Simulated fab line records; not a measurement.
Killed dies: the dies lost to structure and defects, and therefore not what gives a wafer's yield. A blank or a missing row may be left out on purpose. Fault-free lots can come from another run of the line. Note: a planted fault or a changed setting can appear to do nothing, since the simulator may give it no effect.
Matching of chambers / flow nand harc / 4 sister chambers for NHARC_A_CONTACT_DESCUM_13 on rie diel-06
The step chemistry O2, time 3 s. 20 wafers are shown with their chamber, then 10 later ones without.

== WAFERS PAIRED WITH THEIR CHAMBERS ==
wafer=L074.2; chamber=3; showerhead plenum p Torr (Torr)=1.82; drypump motor current A (A)=5.4; oes product au (a.u.)=1.013
wafer=L074.3; chamber=0; showerhead plenum p Torr (Torr)=1.96; drypump motor current A (A)=6.5; oes product au (a.u.)=1.007
wafer=L074.6; chamber=3; showerhead plenum p Torr (Torr)=1.82; drypump motor current A (A)=5.4; oes product au (a.u.)=1.007
wafer=L075.3; chamber=0; showerhead plenum p Torr (Torr)=1.96; drypump motor current A (A)=6.5; oes product au (a.u.)=1.008
wafer=L075.5; chamber=3; showerhead plenum p Torr (Torr)=1.82; drypump motor current A (A)=5.4; oes product au (a.u.)=1.015
wafer=L075.6; chamber=0; showerhead plenum p Torr (Torr)=1.96; drypump motor current A (A)=6.5; oes product au (a.u.)=1.005
wafer=L077.4; chamber=3; showerhead plenum p Torr (Torr)=1.82; drypump motor current A (A)=5.4; oes product au (a.u.)=1.016
wafer=L077.5; chamber=1; showerhead plenum p Torr (Torr)=2.07; drypump motor current A (A)=5.9; oes product au (a.u.)=0.999
wafer=L077.6; chamber=0; showerhead plenum p Torr (Torr)=1.96; drypump motor current A (A)=6.5; oes product au (a.u.)=1.010
wafer=L076.2; chamber=0; showerhead plenum p Torr (Torr)=1.96; drypump motor current A (A)=6.5; oes product au (a.u.)=1.001
wafer=L076.3; chamber=2; showerhead plenum p Torr (Torr)=1.81; drypump motor current A (A)=5.3; oes product au (a.u.)=0.998
wafer=L076.4; chamber=3; showerhead plenum p Torr (Torr)=1.82; drypump motor current A (A)=5.4; oes product au (a.u.)=1.004
wafer=L078.1; chamber=3; showerhead plenum p Torr (Torr)=1.82; drypump motor current A (A)=5.4; oes product au (a.u.)=1.013
wafer=L078.2; chamber=2; showerhead plenum p Torr (Torr)=1.81; drypump motor current A (A)=5.3; oes product au (a.u.)=1.002
wafer=L078.3; chamber=0; showerhead plenum p Torr (Torr)=1.96; drypump motor current A (A)=6.5; oes product au (a.u.)=1.007
wafer=L083.2; chamber=0; showerhead plenum p Torr (Torr)=1.96; drypump motor current A (A)=6.5; oes product au (a.u.)=1.006
wafer=L083.4; chamber=2; showerhead plenum p Torr (Torr)=1.81; drypump motor current A (A)=5.3; oes product au (a.u.)=1.007
wafer=L083.5; chamber=0; showerhead plenum p Torr (Torr)=1.96; drypump motor current A (A)=6.5; oes product au (a.u.)=1.008
wafer=L082.1; chamber=1; showerhead plenum p Torr (Torr)=2.06; drypump motor current A (A)=5.9; oes product au (a.u.)=0.997
wafer=L082.2; chamber=3; showerhead plenum p Torr (Torr)=1.82; drypump motor current A (A)=5.3; oes product au (a.u.)=1.005

SIGNATURES, as means of the wafers listed above
reading=showerhead plenum p Torr; chamber 0=1.9600; chamber 1=2.0650; chamber 2=1.8100; chamber 3=1.8200; scatter within a chamber=0.00177
reading=drypump motor current A; chamber 0=6.500; chamber 1=5.900; chamber 2=5.300; chamber 3=5.386; scatter within a chamber=0.0231
reading=oes product au; chamber 0=1.00650; chamber 1=0.99800; chamber 2=1.00233; chamber 3=1.01043; scatter within a chamber=0.00388
Rule: for each reading, subtract the chamber's mean from the wafer's reading, divide by that reading's scatter and square the result; add these up over the readings and take the root, which gives the wafer's distance from the chamber. The wafer belongs to the nearest chamber; if the next one is less than 2 further off, it can't be placed. How the scatter is found: for the shown wafers, subtract from each reading the mean of its chamber, square and add these, divide the total by (wafers less chambers), then take the root.

== WAFERS WITH NO CHAMBER GIVEN ==
wafer=L082.5; showerhead plenum p Torr (Torr)=1.82; drypump motor current A (A)=5.4; oes product au (a.u.)=1.004
wafer=L087.3; showerhead plenum p Torr (Torr)=1.81; drypump motor current A (A)=5.4; oes product au (a.u.)=1.008
wafer=L087.4; showerhead plenum p Torr (Torr)=1.95; drypump motor current A (A)=6.5; oes product au (a.u.)=1.011
wafer=L087.6; showerhead plenum p Torr (Torr)=2.06; drypump motor current A (A)=5.9; oes product au (a.u.)=1.006
wafer=L091.3; showerhead plenum p Torr (Torr)=2.06; drypump motor current A (A)=6.0; oes product au (a.u.)=0.999
wafer=L091.4; showerhead plenum p Torr (Torr)=1.80; drypump motor current A (A)=5.3; oes product au (a.u.)=0.995
wafer=L091.6; showerhead plenum p Torr (Torr)=1.81; drypump motor current A (A)=5.4; oes product au (a.u.)=1.004
wafer=L092.4; showerhead plenum p Torr (Torr)=1.95; drypump motor current A (A)=6.5; oes product au (a.u.)=1.004
wafer=L092.5; showerhead plenum p Torr (Torr)=2.05; drypump motor current A (A)=5.9; oes product au (a.u.)=1.007
wafer=L092.6; showerhead plenum p Torr (Torr)=1.80; drypump motor current A (A)=5.3; oes product au (a.u.)=0.991

== WHICH CHAMBER EACH ONE RAN IN ==
wafer=L082.5; from the rows above=3; in truth=3
wafer=L087.3; from the rows above=can't be placed: 2 or 3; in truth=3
wafer=L087.4; from the rows above=0; in truth=0
wafer=L087.6; from the rows above=1; in truth=1
wafer=L091.3; from the rows above=1; in truth=1
wafer=L091.4; from the rows above=2; in truth=2
wafer=L091.6; from the rows above=can't be placed: 2 or 3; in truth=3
wafer=L092.4; from the rows above=0; in truth=0
wafer=L092.5; from the rows above=1; in truth=1
wafer=L092.6; from the rows above=2; in truth=2
Correctly placed: 8 of 10. Can't be placed from these rows: 2 (the true chamber is among the candidates in 2). 0 placed wrongly.
